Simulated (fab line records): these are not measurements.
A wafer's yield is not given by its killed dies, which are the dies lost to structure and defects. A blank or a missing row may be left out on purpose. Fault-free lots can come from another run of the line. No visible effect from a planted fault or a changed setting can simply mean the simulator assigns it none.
A struck lot beside a sound one / flow n5_finfet / 15 steps out of a route of 1938
Sound: these wafers, L355.1, L355.3, L355.4. The struck wafers were L370.4, L370.5, L370.6. At the end, the cause is stated.
Order at every step that has rows: each side's tool, ch and its chambers, its first start. Under that, the readings that differ: sound wafers / struck wafers / difference of the means / sigmas: that difference in standard deviations of wafers without a fault.
alike: readings whose means differ by less than 2 such deviations, and words and numbers that are the same on both sides. not compared: withheld readings, readings that some wafer has no value for, bounds like >300 that may hide the same value, and numbers for which the record gives no deviation and whose values overlap.
Wherever a step has rows on one side only, a row that says differs or no value, or a row with sigmas, the two part there. Numbers that don't overlap but have no deviation are shown without sigmas and don't part them. A reading that every wafer of one side lacks parts them only if that side has two wafers or more.

first, 1 step without rows for these wafers: N5_BEOL_M14_HARDBAKE_14 (time 120 s).
N5_BEOL_M14_CD_MEAS_10 targets a cd of 250 nm.
  sound on cd_sem-02 ch 0, day 11 06:11; struck on cd_sem-02 ch 0, day 15 02:38
  alike: cd_nm
N5_BEOL_M14_OVL_MEAS_11:
  sound on overlay-02 ch 0, day 11 06:13; struck on overlay-01 ch 0, day 15 02:39
reading=V13_OVL (nm); sound=-1 -2 -5; struck=14 2 13; difference=+12; sigmas=+2
N5_BEOL_M14_INSPECT_12: inspects for defects (macro).
  sound: defect_inspect-01 at day 11 06:15; struck: defect_inspect-01 at day 15 02:41
  alike: raw_defect_count
N5_BEOL_M14_DESCUM_15: chemistry O2, time 7.9 s.
  sound on rie_diel-01 ch 0,1,2, day 11 06:17; struck on rie_diel-03 ch 0,3, day 15 02:58
  alike: drypump_motor_current_A, oes_product_au, rf_vpp_V, showerhead_plenum_p_Torr, throttle_valve_pct
  not compared: rf_hours_counter_h
N5_BEOL_M14_ETCH_59: etches BARC in N2/H2, target depth 89 nm, overetch 26.7 nm, time 67.9 s.
  sound on rie_diel-01 ch 0,1,2, day 11 06:19; struck on rie_diel-03 ch 0,3, day 15 03:00
  alike: bias_w, drypump_motor_current_A, n2_flow_sccm, oes_product_au, rf_vpp_V, showerhead_plenum_p_Torr, throttle_valve_pct
  not compared: rf_hours_counter_h
N5_BEOL_M14_VIA_ETCH_16: etches SiO2 in C4F8/O2/Ar, target depth 1231.3 nm.
  sound on rie_diel-01 ch 0,1,2, day 11 06:22; struck on rie_diel-03 ch 0,3, day 15 03:03
  alike: bias_w, drypump_motor_current_A, oes_product_au, rf_vpp_V, showerhead_plenum_p_Torr, throttle_valve_pct
N5_BEOL_M14_STRIP_63: strips in O2.
  sound on rie_diel-01 ch 0,1,2; struck on rie_diel-03 ch 0,3
  alike: drypump_motor_current_A, oes_product_au, rf_vpp_V, showerhead_plenum_p_Torr, throttle_valve_pct
  not compared: rf_hours_counter_h
N5_BEOL_M14_STRIP_64: strips in O2.
  sound on rie_diel-01 ch 0,1,2; struck on rie_diel-03 ch 0,3
  alike: drypump_motor_current_A, oes_product_au, rf_vpp_V, showerhead_plenum_p_Torr, throttle_valve_pct
  not compared: rf_hours_counter_h
then, 2 steps without rows for these wafers: N5_BEOL_M14_STRIP_71 (strips in post etch residue remover, time 60 s); N5_BEOL_M14_SRD_72 (time 30 s, dry time 30 s).
N5_BEOL_M14_CD_MEAS_17 targets a cd of 250 nm.
  sound: cd_sem-03 at day 11 06:43; struck: cd_sem-02 at day 15 03:26
  alike: cd_nm
N5_BEOL_M14_COAT_65: time 60 s, resist thk 450 nm.
  sound on litho_track-03 ch 0, day 11 06:45; struck on litho_track-04 ch 0, day 15 03:28
reading=spin_speed_rpm (rpm); sound=1501.1 1500.9 1500.6; struck=1466.2 1465.9 1466.2; difference=-34.8; sigmas=-32
reading=model.SOC_of_BEOL_M14_COAT_65.thk_nm (nm); sound=449.8 450 448.6; struck=455.8 455.6 457; difference=+6.7; sigmas=
then, 1 step without rows for these wafers: N5_BEOL_M14_COAT_66 (time 60 s, resist thk 110 nm).
N5_PASSIVATION_PROBE_49:
  rows exist in the record for the struck wafers here (prober-01, day 16 05:31), but not for the sound ones

WHERE THEY PART
At N5_BEOL_M14_OVL_MEAS_11 first; at N5_PASSIVATION_PROBE_49 last (within this record only).

WHY: the cause the simulator had injected
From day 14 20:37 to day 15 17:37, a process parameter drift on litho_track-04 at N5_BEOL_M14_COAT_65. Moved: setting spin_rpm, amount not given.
